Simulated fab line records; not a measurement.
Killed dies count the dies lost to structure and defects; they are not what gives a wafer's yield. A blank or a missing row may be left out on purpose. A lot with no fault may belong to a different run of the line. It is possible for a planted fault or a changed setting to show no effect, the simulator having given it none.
Chamber matching | flow nandHarc | NHARC_A_CHANNEL_FILL_D1_ALD_02 on aldHk-04: 4 sister chambers
The step deposits SiO2, target thk 6 nm, pulse time 10 s, ald cycles 60. 4 wafers are shown with their chamber, then 7 later ones without.

## WAFERS WITH THEIR CHAMBER
wafer  | chamber | heaterPowerW (W)
L087.6 | 0       | 512
L085.5 | 3       | 448
L092.1 | 1       | 430
L092.3 | 2       | 534

## WAFERS WHOSE CHAMBER IS MISSING
wafer  | heaterPowerW (W)
L092.4 | 512
L094.1 | 437
L094.2 | 526
L094.5 | 511
L097.1 | 533
L097.2 | 507
L097.3 | 433

## CHAMBER TAKEN BY EACH
wafer  | from the rows above     | in truth
L092.4 | 0                       | 0
L094.1 | can't be placed: 1 or 3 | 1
L094.2 | can't be placed: 2 or 0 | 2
L094.5 | 0                       | 0
L097.1 | 2                       | 2
L097.2 | 0                       | 0
L097.3 | 1                       | 1
Placed correctly: 5 of 7. Not placeable from these rows: 2 (in 2, the candidates include the true chamber). 0 placed wrongly.
How it was worked out, from the rows above alone: a wafer's distance from a chamber is the root of the sum, over the readings, of the square of ((its reading less the chamber's mean) divided by the reading's scatter). The wafer belongs to the nearest chamber; if the next one is less than 2 further off, it can't be placed. A chamber's mean is the mean of its shown wafers. The scatter: root of mean squared gap, hidden wafer to nearest shown wafer, with one shown wafer a chamber.
